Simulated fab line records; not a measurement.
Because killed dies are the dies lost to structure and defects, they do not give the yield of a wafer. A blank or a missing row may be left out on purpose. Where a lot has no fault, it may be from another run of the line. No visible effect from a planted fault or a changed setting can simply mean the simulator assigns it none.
Chamber matching / flow n5_finfet / rie_diel-05 running N5_DUMMY_GATE_HM_OPEN_21: 4 sister chambers
The step chemistry CH3F/O2, target SiNx, target depth 120 nm, time 171.4 s. 4 wafers are shown with their chamber, then 7 later ones without.

## WAFERS PAIRED WITH THEIR CHAMBERS
wafer=L080.4; chamber=3; drypump_motor_current_A (A)=6.0
wafer=L086.5; chamber=0; drypump_motor_current_A (A)=5.3
wafer=L087.3; chamber=1; drypump_motor_current_A (A)=5.1
wafer=L087.4; chamber=2; drypump_motor_current_A (A)=6.4

## WAFERS MISSING THEIR CHAMBER
wafer=L087.5; drypump_motor_current_A (A)=5.1
wafer=L092.1; drypump_motor_current_A (A)=6.3
wafer=L092.2; drypump_motor_current_A (A)=6.1
wafer=L092.5; drypump_motor_current_A (A)=6.1
wafer=L097.2; drypump_motor_current_A (A)=5.3
wafer=L097.4; drypump_motor_current_A (A)=6.4
wafer=L097.5; drypump_motor_current_A (A)=5.3

## THE CHAMBER EACH PASSED THROUGH
wafer=L087.5; from the rows above=1; in truth=1
wafer=L092.1; from the rows above=2; in truth=2
wafer=L092.2; from the rows above=3; in truth=3
wafer=L092.5; from the rows above=3; in truth=3
wafer=L097.2; from the rows above=0; in truth=0
wafer=L097.4; from the rows above=2; in truth=2
wafer=L097.5; from the rows above=0; in truth=0
7 of 7 placed correctly. Left unplaced by these rows: 0. Wrongly placed: 0.
How it was worked out, from the rows above alone: a wafer's distance from a chamber is the root of the sum, over the readings, of the square of ((its reading less the chamber's mean) divided by the reading's scatter). If the next closest chamber is less than 2 further off than the closest, the wafer can't be placed; otherwise it belongs to the closest. The mean given for a chamber averages the wafers shown for that chamber. The scatter: root of mean squared gap, hidden wafer to nearest shown wafer, with one shown wafer a chamber.
